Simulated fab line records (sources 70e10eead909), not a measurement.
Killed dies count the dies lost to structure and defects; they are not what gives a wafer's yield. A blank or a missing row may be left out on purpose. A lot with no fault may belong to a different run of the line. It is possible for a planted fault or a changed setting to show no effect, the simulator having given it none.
fab line records	flow nand_harc
record: lots: 6	wafers: 18	last_day: 33
route steps=1302 shown A_SGD_CUT@916 A_SLIT@922 END@1302
lots untouched by any fault: they come from a run of this same line in which no faults occurred
start_h: hours from the record's opening day to when the first of the lot's shown wafers began	wait_h: time in hours since the lot's previous step	" repeats the value in the row above	L1.1+2: a row that stands for several wafers	- no value, or no start was given	* or withheld: withheld	< > ~ a bound
route shown NAME@n: names a module that has steps shown in the file, with the first one's number in the route	usual: mean/standard deviation taken from wafers without a fault	same: alike in all rows	chamber/n: place in a boat	sites: each site's reading	_std_site: their standard deviation	_edge_site: outer sites' mean less inner sites'	radius_mm: for every site, how far away it sits from the centre of the wafer	mask NAME#n: copy n	behind: the tool/chamber that last shaped the wafer	hold: why the lot was held/for how many hours/how that ended	device: the n, p or np transistor that did not switch	end of line: the tests these same wafers got at the end of their route	a step given without rows: its recipe and nothing more	killed: the dies lost at the first sort to structure and to defects; this is not the yield of the wafer	map: shows each die of a wafer: x if killed, . if not, _ if none is there
set.NAME: setting as actually run; set.NAME@STEP: the setting as run at that earlier step	model.NAME: the simulator's own value behind a step, which no gauge read
certain route steps with their lots: each step a table, each wafer a row
services: when a tool's chamber went out of use (start_h, in hours from the record's first day, below 0 if earlier), for how many hours, and the reason
== steps ==
step: NHARC_A_SGD_CUT_THK_MEAS_22
recipe: thk_meas_gauge: ellipsometry
usual: thk_nm: 148.0/1.3
lot.wafer	tool	chamber	start_h	wait_h	thk_nm
L136.3	film_metro-01	-	453.67	0.2	147.9
L136.4	"	-	"	"	148.1
L136.6	"	-	"	"	146.8
L139.1	film_metro-01	-	468.24	0.2	147.9
L139.2	"	-	"	"	149.7
L139.6	"	-	"	"	147.3
L153.1	film_metro-02	-	634.49	0.2	149.3
L153.3	"	-	"	"	150.0
L153.6	"	-	"	"	147.2
L155.3	film_metro-01	-	640.10	0.2	148.7
L155.4	"	-	"	"	146.7
L155.6	"	-	"	"	148.6
L156.3	film_metro-01	-	644.66	0.2	147.1
L156.4	"	-	"	"	147.8
L156.6	"	-	"	"	148.0
L159.2	film_metro-01	-	667.17	0.2	149.3
L159.4	"	-	"	"	149.1
L159.5	"	-	"	"	149.0
step: NHARC_A_SGD_CUT_SRD_23
step: NHARC_A_SGD_CUT_ETCH_26
recipe: target_depth_a: 458	chemistry: dHF	material: SiO2
step: NHARC_A_SGD_CUT_ETCHBACK_24
recipe: target_depth_a: 500	over_etch_frac: 0.3	time_s: 92.857	ion_energy_ev: 120	ch3f_flow_sccm: 50	o2_flow_sccm: 30	ar_flow_sccm: 200	rf_w: 500	bias_w: 100	chemistry: CH3F/O2
usual: drypump_motor_current_A: 5.7/0.47	o2_flow_sccm: 30.01/0.086	oes_product_au: 0.98/0.034	rf_fwd_power_W: 496.2/1.6	rf_vpp_V: 244.6/1.7	showerhead_plenum_p_Torr: 2.48/0.11	throttle_valve_pct: 20.663/0.0083
lot.wafer	tool	chamber	start_h	wait_h	drypump_motor_current_A	o2_flow_sccm	oes_product_au	rf_fwd_power_W	rf_hours_counter_h	rf_vpp_V	showerhead_plenum_p_Torr	throttle_valve_pct
L136.4	rie_diel-02	2	453.89	0.1	5.2	29.93	0.97	496.5	5	245.9	2.51	20.656
L136.3	"	0	"	"	5.8	30.11	0.96	495.9	4	246.2	2.64	20.654
L136.6	"	3	"	"	5.1	30.10	0.99	497.8	-	245.2	2.56	20.668
L139.2	rie_diel-12	0	468.50	0.2	6.0	30.01	0.99	494.8	0	244.3	2.54	20.680
L139.1	"	1	"	"	6.3	30.00	1.01	495.7	0	246.0	2.61	20.659
L139.6	"	2	"	"	5.7	30.07	0.99	497.2	-	243.2	2.38	20.655
L153.1	rie_diel-05	2	634.72	0.2	5.8	30.05	0.93	498.0	4	244.7	2.55	20.659
L153.3	"	0	"	"	5.3	29.87	0.92	494.6	4	244.8	2.52	20.672
L153.6	"	3	"	"	6.3	30.11	0.92	495.0	-	241.2	2.28	20.649
L155.3	rie_diel-02	3	640.34	0.2	5.1	30.02	1.01	498.6	6	244.8	2.55	20.665
L155.6	"	2	"	"	5.2	30.19	1.00	496.0	-	246.0	2.51	20.647
L155.4	"	1	"	"	5.2	30.13	1.01	496.0	-	242.5	2.29	20.650
L156.3	rie_diel-02	2	644.88	0.2	5.2	30.13	0.99	496.4	6	245.9	2.51	20.669
L156.6	"	3	"	"	5.0	30.08	1.00	497.1	-	247.1	2.55	20.652
L156.4	"	1	"	"	5.1	29.89	1.02	495.7	-	241.7	2.29	20.668
L159.4	rie_diel-12	2	667.41	0.2	5.7	30.07	0.91	497.7	3	243.3	2.38	20.664
L159.2	"	0	"	"	6.0	30.12	0.92	492.6	2	246.2	2.53	20.658
L159.5	"	2	"	"	5.7	29.86	0.92	496.2	-	241.7	2.38	20.669
step: NHARC_A_SGD_CUT_STRIP_28
recipe: time_s: 20	o2_flow_sccm: 500	ar_flow_sccm: 0	bias_w: 0	chemistry: O2
usual: drypump_motor_current_A: 5.7/0.47	o2_flow_sccm: 500.0/1.6	oes_product_au: 1.000/0.011	rf_vpp_V: 58.0/0.9	showerhead_plenum_p_Torr: 3.57/0.15	throttle_valve_pct: 17.038/0.0088
lot.wafer	tool	chamber	start_h	wait_h	drypump_motor_current_A	o2_flow_sccm	oes_product_au	rf_hours_counter_h	rf_vpp_V	showerhead_plenum_p_Torr	throttle_valve_pct
L136.3	rie_diel-02	1	-	-	5.1	498.7	1.007	5	57.8	3.31	17.021
L136.4	"	2	"	"	5.2	499.8	1.006	5	57.8	3.60	17.036
L136.6	"	0	"	"	5.8	497.2	1.018	-	57.3	3.78	17.031
L139.1	rie_diel-12	1	-	-	6.3	499.3	1.007	0	58.1	3.74	17.039
L139.2	"	2	"	"	5.7	499.6	0.992	0	57.5	3.42	17.028
L139.6	"	1	"	"	6.3	502.9	1.003	-	58.1	3.74	17.052
L153.1	rie_diel-05	1	-	-	6.3	498.0	0.985	4	56.9	3.54	17.038
L153.3	"	0	"	"	5.4	502.4	0.982	4	57.4	3.62	17.039
L153.6	"	2	"	"	5.8	500.5	0.992	-	59.2	3.66	17.038
L155.3	rie_diel-02	2	640.50	0.1	5.2	501.4	1.001	6	58.6	3.60	17.033
L155.6	"	3	"	"	5.1	502.0	1.012	-	58.0	3.66	17.029
L155.4	"	1	"	"	5.1	500.4	1.022	-	57.8	3.30	17.048
L156.3	rie_diel-02	2	645.06	0.2	5.2	503.7	1.009	6	57.8	3.60	17.041
L156.4	"	1	"	"	5.1	500.9	1.018	-	59.2	3.30	17.048
L156.6	"	2	"	"	5.2	503.5	0.992	-	58.8	3.60	17.037
L159.2	rie_diel-12	2	-	-	5.7	497.9	0.991	3	58.3	3.42	17.046
L159.4	"	3	"	"	5.0	499.7	1.003	3	57.4	3.69	17.041
L159.5	"	1	"	"	6.3	499.9	0.997	-	58.8	3.73	17.023
step: NHARC_A_SGD_CUT_INSPECT_25
usual: raw_defect_count: 360/72
lot.wafer	tool	chamber	start_h	wait_h	raw_defect_count
L136.3	defect_inspect-02	-	454.13	-	289
L136.4	"	-	"	"	360
L136.6	"	-	"	"	392
L139.1	defect_inspect-01	-	468.72	-	420
L139.2	"	-	"	"	323
L139.6	"	-	"	"	353
L153.1	defect_inspect-01	-	634.96	-	277
L153.3	"	-	"	"	381
L153.6	"	-	"	"	377
L155.3	defect_inspect-01	-	640.60	-	415
L155.4	"	-	"	"	286
L155.6	"	-	"	"	245
L156.3	defect_inspect-01	-	645.16	-	208
L156.4	"	-	"	"	262
L156.6	"	-	"	"	359
L159.2	defect_inspect-02	-	667.65	-	339
L159.4	"	-	"	"	311
L159.5	"	-	"	"	312
step: NHARC_A_SLIT_DEP_25
recipe: target_thk_a: 2000	temp_c: 400	pressure_torr: 6.5	rf_w: 900	teos_flow_sccm: 161.4	flow_sccm: 2650	target_thk_nm: 200	gas: O2	material: SiO2
usual: heater_power_w: 562/110	rf_fwd_power_W: 897.6/2.7	throttle_valve_pct: 16.2/0.61
lot.wafer	tool	chamber	start_h	wait_h	heater_power_w	rf_fwd_power_W	throttle_valve_pct
L136.3	pecvd-03	2	454.32	0.2	543	899.5	16.7
L136.4	"	1	"	"	412	897.0	17.1
L136.6	"	1	"	"	426	899.8	16.9
L139.1	pecvd-04	0	468.82	0.1	688	890.8	16.0
L139.2	"	1	"	"	428	895.1	15.6
L139.6	"	1	"	"	452	901.6	15.6
L153.3	pecvd-03	2	635.17	0.2	627	899.8	16.9
L153.1	"	1	"	"	388	895.2	17.0
L153.6	"	1	"	"	398	892.8	16.8
L155.3	pecvd-01	1	640.68	0.1	577	892.3	15.6
L155.6	"	1	"	"	577	895.9	15.8
L155.4	"	0	"	"	540	895.3	16.1
L156.3	pecvd-01	0	645.30	0.1	570	890.2	15.7
L156.4	"	1	"	"	496	898.4	16.0
L156.6	"	0	"	"	590	893.5	15.7
L159.2	pecvd-01	0	667.79	0.1	485	897.9	15.9
L159.5	"	1	"	"	490	893.3	16.0
L159.4	"	0	"	"	508	894.2	16.2
step: NHARC_A_SLIT_DEP_00
recipe: target_thk_a: 62000	temp_c: 400	material: aC
usual: throttle_valve_pct: 35.001/0.009
lot.wafer	tool	chamber	start_h	wait_h	throttle_valve_pct
L136.3	acl_dep-03	0	458.72	4.3	35.005
L136.4	"	0	"	"	34.995
L136.6	"	0	460.60	6.0	35.009
L139.1	acl_dep-03	0	472.77	-	34.995
L139.2	"	0	"	"	35.003
L139.6	"	0	475.89	-	35.005
L153.1	acl_dep-03	0	635.51	-	35.000
L153.3	"	0	636.76	-	35.022
L153.6	"	0	638.63	-	34.996
L155.3	acl_dep-02	0	646.52	-	35.006
L155.4	"	0	"	"	35.007
L155.6	"	0	648.40	-	34.988
L156.3	acl_dep-01	0	648.02	-	34.998
L156.4	"	0	"	"	35.012
L156.6	"	0	649.88	-	35.006
L159.2	acl_dep-02	0	668.68	-	34.999
L159.4	"	0	669.93	-	35.002
L159.5	"	0	"	"	34.995
step: NHARC_A_SLIT_DEP_23
recipe: target_thk_a: 1000	target_thk_nm: 100	temp_c: 400	pressure_torr: 3.5	flow_sccm: 200	rf_w: 350	material: SiON
usual: heater_power_w: 777/90	rf_fwd_power_W: 348.3/1
lot.wafer	tool	chamber	start_h	wait_h	heater_power_w	rf_fwd_power_W
L136.3	pecvd-03	0	461.31	2.0	910	347.4
L136.4	"	1	"	"	576	349.0
L136.6	"	2	"	"	786	347.8
L139.1	pecvd-03	0	476.54	3.1	873	347.4
L139.2	"	2	"	"	760	349.0
L139.6	"	0	"	"	875	348.9
L153.1	pecvd-01	1	639.28	3.1	744	347.9
L153.3	"	2	"	"	775	347.5
L153.6	"	0	"	"	747	350.2
L155.3	pecvd-03	0	649.05	1.9	878	348.2
L155.4	"	0	"	"	875	349.7
L155.6	"	2	"	"	834	348.5
L156.3	pecvd-04	0	650.58	1.9	698	349.1
L156.6	"	2	"	"	931	349.2
L156.4	"	0	"	"	721	348.9
L159.2	pecvd-01	1	671.85	2.5	749	348.4
L159.5	"	0	"	"	766	347.9
L159.4	"	1	"	"	739	348.4
step: NHARC_A_SLIT_DEHYDRATE_01
recipe: temp_c: 150	time_s: 120
step: NHARC_A_SLIT_HMDS_02
recipe: time_s: 30
step: NHARC_A_SLIT_COAT_03
recipe: spin_rpm: 1500	resist_thk_nm: 90
step: NHARC_A_SLIT_SOFTBAKE_04
recipe: temp_c: 105	time_s: 55
usual: heater_power_total_W: 188.44/0.13
lot.wafer	tool	chamber	start_h	wait_h	heater_power_total_W
L136.3	litho_track-06	0	461	-	188.64
L136.4	"	0	"	"	188.67
L136.6	"	0	"	"	188.33
L139.1	litho_track-01	0	476	-	188.75
L139.2	"	0	"	"	188.39
L139.6	"	0	"	"	188.66
L153.1	litho_track-06	0	639	-	199.44
L153.3	"	0	"	"	199.50
L153.6	"	0	"	"	199.63
L155.3	litho_track-04	0	649	-	188.45
L155.4	"	0	"	"	188.41
L155.6	"	0	"	"	188.29
L156.3	litho_track-06	0	650	-	199.57
L156.4	"	0	"	"	199.79
L156.6	"	0	"	"	199.65
L159.2	litho_track-01	0	672	-	188.50
L159.4	"	0	"	"	188.34
L159.5	"	0	"	"	188.44
step: NHARC_A_SLIT_EBR_05
step: NHARC_END_SORT_01
recipe: temp_c: 25
usual: killed_at_array: 53/19	killed_at_other: 0.8/1.2	killed_at_periphery: 3.7/2.3	killed_dies: 57/19	killed_open: 3.2/1.7	killed_short: 2.6/1.8
same: gross_dies: 677
lot.wafer	tool	chamber	start_h	wait_h	killed_at_array	killed_at_other	killed_at_periphery	killed_dies	killed_open	killed_short
L155.3	prober-01	0	773.02	3.1	36	0	6	42	6	3
L155.4	prober-01	0	773.82	3.4	39	6	10	55	5	5
L155.6	prober-01	0	775.41	4.0	42	2	3	47	5	4
killed by level:class
L155.3 A_CHANNEL_HOLE_D1:chamber_film_flake=11 A_SLIT:chamber_film_flake=11 A_STAIRCASE:chamber_film_flake=6 A_ONON_D2:geometric_particle:short=2 P_CONTACT:chamber_film_flake=2 P_M2:chamber_film_flake=2 P_CONTACT:geometric_particle:open=1 P_M1:geometric_particle:open=1
L155.4 A_CHANNEL_HOLE_D1:chamber_film_flake=12 A_STAIRCASE:chamber_film_flake=8 THIN_TSV:chamber_film_flake=6 A_SLIT:chamber_film_flake=5 P_CONTACT:chamber_film_flake=3 A_WL_FILL:chamber_film_flake=3 A_CONTACT:chamber_film_flake=3 A_WL_FILL:geometric_particle:short=2
L155.6 A_CHANNEL_HOLE_D1:chamber_film_flake=10 A_STAIRCASE:chamber_film_flake=9 A_SLIT:chamber_film_flake=5 A_CONTACT:chamber_film_flake=5 A_WL_FILL:chamber_film_flake=4 A_CHANNEL_FILL_D1:geometric_particle:open=2 A_CHANNEL_HOLE_D2:chamber_film_flake=2 THIN_TSV:chamber_film_flake=2
== services ==
tool	chamber	start_h	hours	kind
rie_diel-12	-	445.41	9.0	pm
pecvd-04	-	450.48	13.0	pm
pecvd-03	0	454.19	3.5	repair
rie_diel-02	1	456.81	6.0	repair
rie_diel-02	-	473.42	0.6	repair
rie_diel-02	2	479.85	9.2	repair
pecvd-03	-	480.61	0.3	repair
acl_dep-03	-	484.17	13.0	pm
pecvd-01	-	492.18	13.0	pm
pecvd-01	-	509.13	1.8	repair
litho_track-06	-	529.00	7.0	pm
pecvd-03	-	547.06	13.0	pm
pecvd-01	-	553.19	1.6	repair
pecvd-01	2	570.42	13.7	repair
rie_diel-02	-	570.91	9.0	pm
pecvd-01	-	574.51	2.9	repair
rie_diel-02	1	582.83	12.4	repair
pecvd-01	-	621.71	1.0	repair
rie_diel-12	-	622.41	9.0	pm
rie_diel-02	0	632.90	13.4	repair
rie_diel-02	-	644.17	0.5	repair
rie_diel-12	0	646.58	5.1	repair
acl_dep-03	-	665.45	13.0	pm
pecvd-03	0	666.12	6.9	repair
== key ==
first_sign: step: NHARC_A_SLIT_SOFTBAKE_04	reading: heater_power_total_W	direction: up	sigmas: 87	usual: *	struck: *
effect none on later readings
met_at NHARC_A_SLIT_SOFTBAKE_04
struck_wafers L153.1,L153.3,L153.6,L156.3,L156.4,L156.6
tester_left_out L153,L156
onset_between 461 639
fault: kind: process_parameter_drift	tool: litho_track-06	chamber: -	onset_h: 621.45	steps: NHARC_A_SLIT_SOFTBAKE_04	channel: time_s	offset: *	shape: step	end_h: 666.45	acts_in: *	stated: *
tester_left_out: of these lots the tester's yield and bins aren't shown, on N5 and GAA mostly nor the transistor test; their killed dies are dies lost to structure and defects alone, not to doping, threshold or leakage, so they don't give the yield
